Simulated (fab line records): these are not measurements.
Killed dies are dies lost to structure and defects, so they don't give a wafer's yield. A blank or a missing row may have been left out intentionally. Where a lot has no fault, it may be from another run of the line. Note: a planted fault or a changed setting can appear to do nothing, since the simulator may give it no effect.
Split-lot experiment | flow n5-finfet | route with 1938 steps; 7 lots, 21 wafers read

== ON THE SPLIT ==
At N5_BEOL_M4_COAT_62 (time 60 s, resist thk 12 nm), the setting spin-rpm was moved away from the recipe's 1500 rpm on 12 of the 21 wafers read, by +2.9% to +8.1%. For the rest of the wafers, this setting stayed at what the recipe calls for.

== FROM THE SPLIT TO THE READING: what the file shows between them, 4 steps ==
- N5_BEOL_M4_COAT_73: time 60 s, resist thk 5 nm
- N5_BEOL_M4_COAT_05: resist thk 30 nm
- N5_BEOL_M4_DESCUM_16: chemistry O2, time 7 s
- N5_BEOL_M4_ETCH_74: etches underlayer in N2/H2, target depth 6.5 nm, time 5.2 s

== THE READING ==
CAR-EUV_of_BEOL_M4_COAT_05.thk-nm (the simulator's own value, which no gauge read), in nm, at N5_BEOL_M4_ETCH_63 (etches SiARC in CF4, target depth 15.6 nm, time 26 s). The file does not state a usual value for it. Across the 9 wafers here that went through the recipe, the average is 11.2 nm and the standard deviation 0.11 nm.

wafer  | tool, chamber at the split | spin-rpm as run, rpm | against the recipe | CAR-EUV_of_BEOL_M4_COAT_05.thk-nm, nm | against lot-mates on the recipe
L076.1 | litho-track-03, 0          | 1500                 | recipe             | 11.2                                  | -
L076.3 | litho-track-03, 0          | 1566                 | +4.4%              | 11.4                                  | +0.2
L076.6 | litho-track-03, 0          | 1500                 | recipe             | 11.2                                  | -
L077.1 | litho-track-03, 0          | 1500                 | recipe             | 11.2                                  | -
L077.2 | litho-track-03, 0          | 1557                 | +3.8%              | 11.4                                  | +0.2
L077.6 | litho-track-03, 0          | 1557                 | +3.8%              | 11.4                                  | +0.2
L081.1 | litho-track-03, 0          | 1500                 | recipe             | 11.4                                  | -
L081.2 | litho-track-03, 0          | 1500                 | recipe             | 11.2                                  | -
L081.3 | litho-track-03, 0          | 1500                 | recipe             | 11.4                                  | -
L084.2 | litho-track-04, 0          | 1622                 | +8.1%              | 11.8                                  | +0.6
L084.4 | litho-track-04, 0          | 1500                 | recipe             | 11.2                                  | -
L084.6 | litho-track-04, 0          | 1622                 | +8.1%              | 11.6                                  | +0.4
L085.1 | litho-track-04, 0          | 1543                 | +2.9%              | 11.4                                  | no lot-mate on the recipe
L085.2 | litho-track-04, 0          | 1543                 | +2.9%              | 11.4                                  | no lot-mate on the recipe
L085.5 | litho-track-04, 0          | 1543                 | +2.9%              | 11.4                                  | no lot-mate on the recipe
L088.1 | litho-track-04, 0          | 1500                 | recipe             | 11.2                                  | -
L088.5 | litho-track-04, 0          | 1566                 | +4.4%              | 11.6                                  | +0.4
L088.6 | litho-track-04, 0          | 1566                 | +4.4%              | 11.6                                  | +0.4
L094.1 | litho-track-04, 0          | 1595                 | +6.3%              | 11.4                                  | +0.4
L094.3 | litho-track-04, 0          | 1500                 | recipe             | 11                                    | -
L094.6 | litho-track-04, 0          | 1595                 | +6.3%              | 11.4                                  | +0.4

FIT RESULTS
A straight line over all 21 wafers: CAR-EUV_of_BEOL_M4_COAT_05.thk-nm changes by +0.0512 nm for each +1% of spin-rpm; r = +0.80; the points scatter about the line by 0.11 nm.
The same after taking each lot's own level away (the mean of its wafers on the recipe; 18 wafers): +0.0634 nm for each +1%; r = +0.94; scatter 0.073 nm.
That fit puts the effect of the largest move of spin-rpm on the reading at 0.52 nm.
The span of the lots' own levels, 11.00 to 11.33 nm, comes to 2.9 times the standard deviation stated above.
Thus the slope moves with the lot-to-lot level: the two fits are different.
Check: +0.493 nm against its lot-mates is what the line predicts for one of the wafers moved furthest among these (+8.1%) when that wafer is left out of the fit. It came out at +0.6 nm against them.

== THESE WAFERS: OTHER SPLITS ==
Note: prior to the reading, these wafers also went through further splits. Each is held against what the fit with the lots' levels taken away leaves over:
other split on the same wafers | wafers away from the commonest value | r with CAR-EUV_of_BEOL_M4_COAT_05.thk-nm (lot level and that fit taken away)
N5_BEOL_M2_COAT_22 spin-rpm    | 9                                    | +0.01
N5_BEOL_M2_ETCH_69 bias-w      | 8                                    | -0.20
N5_BEOL_M3_ETCH_64 bias-w      | 6                                    | -0.23
N5_BEOL_M3_COAT_76 spin-rpm    | 8                                    | +0.05
N5_BEOL_M4_ILD_DEP_00 time-s   | 6                                    | +0.52

== THE WHOLE CHAIN: every reading that the file lists as answering this split, in the file's order ==
step               | what it does                                         | reading                                                                            | change (the file's fit)                | r (the file's)
N5_BEOL_M4_COAT_62 | time 60 s, resist thk 12 nm                          | SiARC_of_BEOL_M4_COAT_62.thk-nm (the simulator's own value, which no gauge read)   | -0.0521 nm for each +1% of the setting | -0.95
N5_BEOL_M4_ETCH_63 | etches SiARC in CF4, target depth 15.6 nm, time 26 s | etch.depth-nm (the simulator's own value, which no gauge read)                     | -0.059 nm for each +1% of the setting  | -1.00
N5_BEOL_M4_ETCH_63 | etches SiARC in CF4, target depth 15.6 nm, time 26 s | CAR-EUV_of_BEOL_M4_COAT_05.thk-nm (the simulator's own value, which no gauge read) | +0.0627 nm for each +1% of the setting | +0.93

== FILE'S OWN FIT ==
CAR-EUV_of_BEOL_M4_COAT_05.thk-nm changes by +0.0627 nm for each +1% of spin-rpm, r = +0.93.
